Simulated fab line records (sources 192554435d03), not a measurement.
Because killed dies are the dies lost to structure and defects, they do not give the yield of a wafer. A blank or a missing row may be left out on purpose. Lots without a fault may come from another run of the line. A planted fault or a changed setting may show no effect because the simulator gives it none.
Struck lot and sound lot, side by side	flow n5_finfet	15 steps out of a route of 1938
Sound: the wafers L725.2, L725.3, L725.4. Struck: wafer L728.3. (L728.4, L728.6 of the same lot were not struck and are left out.) The cause comes at the end.
For every step that has rows: the tool of each side, followed by ch and its chambers, followed by its first start. Under that, the readings that differ: sound wafers	struck wafers	difference of the means	sigmas: that difference in standard deviations of wafers without a fault.
alike: a reading whose means differ by less than 2 such deviations, as well as words and numbers matching on both sides. not compared: withheld readings; readings where some wafer has no value; bounds like >300 that might hide an equal value; numbers whose values overlap and for which the record gives no deviation.
The two part at a step that has a row with sigmas, a row that says differs or no value, or rows on one side only. Numbers that have no deviation but don't overlap get no sigmas and don't part them. A reading missing from all wafers of one side parts the sides only when that side holds two or more wafers.

N5_BEOL_M2_SPUTTER_90: material Cu, target thk 4.5 nm, time 8.29 s.
  sound on pvd_sputter-02, day 7 17:01; struck on pvd_sputter-01, day 8 16:40
  alike: throttle_valve_pct
then, 1 step without rows for these wafers: N5_BEOL_M2_ANNEAL_91 (time 240 s).
N5_BEOL_M2_SPUTTER_92: material Cu, target thk 4.5 nm, time 8.29 s.
  sound on pvd_sputter-02, day 7 17:14; struck on pvd_sputter-01, day 8 16:53
  alike: throttle_valve_pct
N5_BEOL_M2_ANNEAL_93: time 240 s.
  sound on pvd_sputter-02, day 7 17:19; struck on pvd_sputter-01, day 8 16:58
  alike: heater_power_w
N5_BEOL_M2_SPUTTER_94: material Cu, target thk 4.5 nm, time 8.29 s.
  sound on pvd_sputter-02, day 7 17:27; struck on pvd_sputter-01, day 8 17:06
  alike: throttle_valve_pct
then, 4 steps without rows for these wafers: N5_BEOL_M2_ANNEAL_95 (time 240 s); N5_BEOL_M2_SPUTTER_96 (material Cu, target thk 4.5 nm, time 8.29 s); N5_BEOL_M2_ECD_50 (material Cu, target thk 300 nm); N5_BEOL_M2_ANNEAL_51 (time 90 s).
N5_BEOL_M2_CMP_52: polishes, stops on SiOC, t overpolish 6.8 s, target thk 40 nm.
  sound on cmp-01 ch 0,1,3, day 7 18:14; struck on cmp-01 ch 2, day 8 17:52
reading	sound	struck	difference	sigmas
overpolish_run_s (s)	6.808 6.789 6.798	6.819	+0.021	+2
  alike: barrier_field_endpoint_s, clearing_platen_down_force_psi, edge_zone_pressure_frac, motor_current_A, platen_rpm, retaining_ring_pressure_frac, slurry_filter_dp_kPa, time_to_endpoint_s
N5_BEOL_M2_THK_MEAS_53: measures by xrf.
  sound on film_metro-02, day 7 18:32; struck on film_metro-02, day 8 18:07
  alike: M2_THK
then, 1 step without rows for these wafers: N5_BEOL_M2_PRE_CLEAN_60 (time 15 s).
N5_BEOL_M2_CO_CAP_55: material Co, precursor CCTBA/H2, target thk 2 nm, time 102.1 s.
  sound on cvd_co-02 ch 0,1, day 7 18:37; struck on cvd_co-02 ch 1, day 8 18:12
reading	sound	struck	difference	sigmas
run_length_s (s)	125.2 124.2 124.4	70.8	-53.8	-99 or more
model.Co_of_BEOL_M2_CO_CAP_55.thk_nm (nm)	1.8 1.8 2	0.8	-1.1	
  alike: heater_power_w
then, 1 step without rows for these wafers: N5_BEOL_M2_PRE_CLEAN_56 (time 15 s).
N5_BEOL_M4_RC_MEAS_101:
  sound on prober-01 ch 0, day 8 19:01; struck on prober-02 ch 0, day 9 20:59
reading	sound	struck	difference	sigmas
SS_N (mV/dec)	73.0 71.8 72.1	74.1	+1.8	+2
  alike: DIBL_N, DIBL_P, IOFF_N, IOFF_P, ION_N, ION_P, SS_P, VT_N, VT_P

WHERE THEY PART
Last at N5_BEOL_M4_RC_MEAS_101 as far as this record goes, first at N5_BEOL_M2_CMP_52.

WHY: what the simulator had put in
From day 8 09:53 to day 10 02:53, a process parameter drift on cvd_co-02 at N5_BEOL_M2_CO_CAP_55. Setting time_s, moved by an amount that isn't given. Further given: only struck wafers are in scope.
